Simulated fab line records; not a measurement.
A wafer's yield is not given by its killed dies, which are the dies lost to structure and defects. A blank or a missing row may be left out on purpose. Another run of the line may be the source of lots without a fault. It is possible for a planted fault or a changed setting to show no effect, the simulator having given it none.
What tool caused it? || flow nandHarc || 24 lots, 72 wafers sampled, at 3 steps of a route of 1159

WHAT THE GAUGES READ, wafer by wafer
NHARC_P_M1_INSPECT_11.
{"lot": "L074", "measured": "day 5 18:27", "on": "defectInspect-02", "rawDefectCount": "4 3 5"}
{"lot": "L076", "measured": "day 6 16:59", "on": "defectInspect-01", "rawDefectCount": "4 2 3"}
{"lot": "L075", "measured": "day 6 17:44", "on": "defectInspect-01", "rawDefectCount": "1 6 6"}
{"lot": "L078", "measured": "day 6 19:22", "on": "defectInspect-02", "rawDefectCount": "8 7 6"}
{"lot": "L077", "measured": "day 6 23:05", "on": "defectInspect-01", "rawDefectCount": "7 3 3"}
{"lot": "L079", "measured": "day 7 07:11", "on": "defectInspect-01", "rawDefectCount": "1 2 4"}
{"lot": "L080", "measured": "day 7 13:42", "on": "defectInspect-02", "rawDefectCount": "4 0 4"}
{"lot": "L081", "measured": "day 7 20:16", "on": "defectInspect-02", "rawDefectCount": "3 7 4"}
{"lot": "L082", "measured": "day 7 23:25", "on": "defectInspect-02", "rawDefectCount": "6 5 5"}
{"lot": "L083", "measured": "day 8 00:59", "on": "defectInspect-02", "rawDefectCount": "4 8 5"}
{"lot": "L084", "measured": "day 8 04:47", "on": "defectInspect-02", "rawDefectCount": "3 2 6"}
{"lot": "L088", "measured": "day 9 05:54", "on": "defectInspect-02", "rawDefectCount": "4 3 3"}
{"lot": "L085", "measured": "day 9 06:39", "on": "defectInspect-01", "rawDefectCount": "6 3 4"}
{"lot": "L086", "measured": "day 9 07:18", "on": "defectInspect-02", "rawDefectCount": "2 3 6"}
{"lot": "L087", "measured": "day 9 08:55", "on": "defectInspect-02", "rawDefectCount": "5 1 4"}
{"lot": "L089", "measured": "day 10 00:44", "on": "defectInspect-02", "rawDefectCount": "7 10 5"}
{"lot": "L090", "measured": "day 10 01:23", "on": "defectInspect-02", "rawDefectCount": "1 2 7"}
{"lot": "L091", "measured": "day 10 04:32", "on": "defectInspect-02", "rawDefectCount": "5 3 1"}
{"lot": "L093", "measured": "day 10 15:47", "on": "defectInspect-02", "rawDefectCount": "3 2 2"}
{"lot": "L092", "measured": "day 10 16:12", "on": "defectInspect-02", "rawDefectCount": "6 2 3"}
{"lot": "L095", "measured": "day 11 03:25", "on": "defectInspect-01", "rawDefectCount": "2 2 1"}
{"lot": "L094", "measured": "day 11 04:07", "on": "defectInspect-02", "rawDefectCount": "6 4 2"}
{"lot": "L096", "measured": "day 11 21:23", "on": "defectInspect-02", "rawDefectCount": "7 5 2"}
{"lot": "L097", "measured": "day 11 22:14", "on": "defectInspect-01", "rawDefectCount": "3 5 6"}

NHARC_P_M2_THK_MEAS_24: measures by xrf.
{"lot": "L074", "measured": "day 6 01:11", "on": "filmMetro-01", "thkNm (nm)": "142.1 144.1 139.3"}
{"lot": "L076", "measured": "day 6 23:37", "on": "filmMetro-01", "thkNm (nm)": "145.3 146.2 146.3"}
{"lot": "L075", "measured": "day 7 00:30", "on": "filmMetro-01", "thkNm (nm)": "144.6 143.6 144.8"}
{"lot": "L078", "measured": "day 7 02:09", "on": "filmMetro-01", "thkNm (nm)": "142.5 146.0 142.7"}
{"lot": "L077", "measured": "day 7 05:55", "on": "filmMetro-01", "thkNm (nm)": "143.7 143.5 147.1"}
{"lot": "L079", "measured": "day 7 14:03", "on": "filmMetro-01", "thkNm (nm)": "144.3 142.7 147.1"}
{"lot": "L080", "measured": "day 7 20:57", "on": "filmMetro-01", "thkNm (nm)": "143.0 140.1 142.3"}
{"lot": "L081", "measured": "day 8 03:17", "on": "filmMetro-01", "thkNm (nm)": "142.7 145.9 144.0"}
{"lot": "L082", "measured": "day 8 06:13", "on": "filmMetro-01", "thkNm (nm)": "143.2 143.5 145.7"}
{"lot": "L083", "measured": "day 8 08:11", "on": "filmMetro-01", "thkNm (nm)": "144.1 145.0 142.8"}
{"lot": "L084", "measured": "day 8 11:32", "on": "filmMetro-01", "thkNm (nm)": "145.4 142.6 142.9"}
{"lot": "L088", "measured": "day 9 12:35", "on": "filmMetro-01", "thkNm (nm)": "144.8 144.1 146.1"}
{"lot": "L085", "measured": "day 9 13:17", "on": "filmMetro-02", "thkNm (nm)": "144.4 144.1 141.7"}
{"lot": "L086", "measured": "day 9 13:54", "on": "filmMetro-01", "thkNm (nm)": "144.2 145.0 144.5"}
{"lot": "L087", "measured": "day 9 15:35", "on": "filmMetro-02", "thkNm (nm)": "143.7 145.3 145.3"}
{"lot": "L089", "measured": "day 10 07:20", "on": "filmMetro-01", "thkNm (nm)": "143.4 147.3 146.0"}
{"lot": "L090", "measured": "day 10 08:08", "on": "filmMetro-01", "thkNm (nm)": "142.4 145.6 142.0"}
{"lot": "L091", "measured": "day 10 11:15", "on": "filmMetro-01", "thkNm (nm)": "144.0 144.5 146.5"}
{"lot": "L093", "measured": "day 10 22:19", "on": "filmMetro-02", "thkNm (nm)": "143.5 144.5 143.6"}
{"lot": "L092", "measured": "day 10 23:10", "on": "filmMetro-01", "thkNm (nm)": "144.5 142.2 144.2"}
{"lot": "L095", "measured": "day 11 10:02", "on": "filmMetro-02", "thkNm (nm)": "144.4 145.1 144.1"}
{"lot": "L094", "measured": "day 11 11:11", "on": "filmMetro-02", "thkNm (nm)": "146.3 144.0 144.1"}
{"lot": "L096", "measured": "day 12 04:05", "on": "filmMetro-02", "thkNm (nm)": "145.8 143.8 146.8"}
{"lot": "L097", "measured": "day 12 04:46", "on": "filmMetro-01", "thkNm (nm)": "144.7 142.1 142.0"}

TOOL THAT RAN EACH LOT (tool first, then ch and the chambers of the sampled wafers, then the start)
{"lot": "L074", "NHARC_P_M2_PVD_20": "pvdSputter-02, day 6 01:11 or earlier"}
{"lot": "L076", "NHARC_P_M2_PVD_20": "pvdSputter-03, day 6 23:37 or earlier"}
{"lot": "L075", "NHARC_P_M2_PVD_20": "pvdSputter-01, day 7 00:30 or earlier"}
{"lot": "L078", "NHARC_P_M2_PVD_20": "pvdSputter-02, day 7 02:09 or earlier"}
{"lot": "L077", "NHARC_P_M2_PVD_20": "pvdSputter-02, day 7 05:55 or earlier"}
{"lot": "L079", "NHARC_P_M2_PVD_20": "pvdSputter-03, day 7 14:03 or earlier"}
{"lot": "L080", "NHARC_P_M2_PVD_20": "pvdSputter-03, day 7 20:57 or earlier"}
{"lot": "L081", "NHARC_P_M2_PVD_20": "pvdSputter-03, day 8 03:17 or earlier"}
{"lot": "L082", "NHARC_P_M2_PVD_20": "pvdSputter-03, day 8 06:13 or earlier"}
{"lot": "L083", "NHARC_P_M2_PVD_20": "pvdSputter-02, day 8 08:11 or earlier"}
{"lot": "L084", "NHARC_P_M2_PVD_20": "pvdSputter-02, day 8 11:32 or earlier"}
{"lot": "L088", "NHARC_P_M2_PVD_20": "pvdSputter-02, day 9 12:35 or earlier"}
{"lot": "L085", "NHARC_P_M2_PVD_20": "pvdSputter-03, day 9 13:17 or earlier"}
{"lot": "L086", "NHARC_P_M2_PVD_20": "pvdSputter-01, day 9 13:54 or earlier"}
{"lot": "L087", "NHARC_P_M2_PVD_20": "pvdSputter-01, day 9 15:35 or earlier"}
{"lot": "L089", "NHARC_P_M2_PVD_20": "pvdSputter-01, day 10 07:20 or earlier"}
{"lot": "L090", "NHARC_P_M2_PVD_20": "pvdSputter-01, day 10 08:08 or earlier"}
{"lot": "L091", "NHARC_P_M2_PVD_20": "pvdSputter-01, day 10 11:15 or earlier"}
{"lot": "L093", "NHARC_P_M2_PVD_20": "pvdSputter-03, day 10 22:19 or earlier"}
{"lot": "L092", "NHARC_P_M2_PVD_20": "pvdSputter-01, day 10 23:10 or earlier"}
{"lot": "L095", "NHARC_P_M2_PVD_20": "pvdSputter-03, day 11 10:02 or earlier"}
{"lot": "L094", "NHARC_P_M2_PVD_20": "pvdSputter-01, day 11 11:11 or earlier"}
{"lot": "L096", "NHARC_P_M2_PVD_20": "pvdSputter-01, day 12 04:05 or earlier"}
{"lot": "L097", "NHARC_P_M2_PVD_20": "pvdSputter-01, day 12 04:46 or earlier"}
- NHARC_P_M2_PVD_20: deposits TaN, target thk 5 nm, time 8.06 s.

WHAT THE TOOLS THEMSELVES READ (means of the sampled wafers that have a number; where no wafer has one, the mark that the record gives instead)
NHARC_P_M2_PVD_20.
{"lot": "L074", "tool": "pvdSputter-02", "throttleValvePct (%)": 30.1}
{"lot": "L076", "tool": "pvdSputter-03", "throttleValvePct (%)": 30.9}
{"lot": "L075", "tool": "pvdSputter-01", "throttleValvePct (%)": 29.9}
{"lot": "L078", "tool": "pvdSputter-02", "throttleValvePct (%)": 30.1}
{"lot": "L077", "tool": "pvdSputter-02", "throttleValvePct (%)": 30.1}
{"lot": "L079", "tool": "pvdSputter-03", "throttleValvePct (%)": 30.0}
{"lot": "L080", "tool": "pvdSputter-03", "throttleValvePct (%)": 31.1}
{"lot": "L081", "tool": "pvdSputter-03", "throttleValvePct (%)": 29.8}
{"lot": "L082", "tool": "pvdSputter-03", "throttleValvePct (%)": 30.9}
{"lot": "L083", "tool": "pvdSputter-02", "throttleValvePct (%)": 30.1}
{"lot": "L084", "tool": "pvdSputter-02", "throttleValvePct (%)": 30.2}
{"lot": "L088", "tool": "pvdSputter-02", "throttleValvePct (%)": 30.8}
{"lot": "L085", "tool": "pvdSputter-03", "throttleValvePct (%)": 29.9}
{"lot": "L086", "tool": "pvdSputter-01", "throttleValvePct (%)": 30.6}
{"lot": "L087", "tool": "pvdSputter-01", "throttleValvePct (%)": 30.2}
{"lot": "L089", "tool": "pvdSputter-01", "throttleValvePct (%)": 30.1}
{"lot": "L090", "tool": "pvdSputter-01", "throttleValvePct (%)": 30.6}
{"lot": "L091", "tool": "pvdSputter-01", "throttleValvePct (%)": 29.7}
{"lot": "L093", "tool": "pvdSputter-03", "throttleValvePct (%)": 30.2}
{"lot": "L092", "tool": "pvdSputter-01", "throttleValvePct (%)": 30.4}
{"lot": "L095", "tool": "pvdSputter-03", "throttleValvePct (%)": 29.1}
{"lot": "L094", "tool": "pvdSputter-01", "throttleValvePct (%)": 30.0}
{"lot": "L096", "tool": "pvdSputter-01", "throttleValvePct (%)": 30.3}
{"lot": "L097", "tool": "pvdSputter-01", "throttleValvePct (%)": 30.3}

THE ANSWER, worked out from the rows above alone
Rule: the lots themselves supply what counts as usual. The widest of any qualifying gaps counts: lots, ordered by their means at a reading, are off when they make up no more than a third of the lots, leave a main group of 4 or more, and stand apart from it by 3 or more times the standard deviation of that group's means. Not used: any main group whose means are identical at the precision the tables above print for the reading. Also off: a lot with no number at a reading for which 4 or more lots have one. Any other lot the step has rows for is counted as sound. The gauges are gone through in route order, then the tools' own readings, and for those a lot's mean is taken as printed above. At the first step where some lot is off, the reading lying furthest off is the one used; lots without a number count as furthest.
None of the lots is off at any reading shown; this tells nothing.

WHAT THE SIMULATOR HAD PUT IN
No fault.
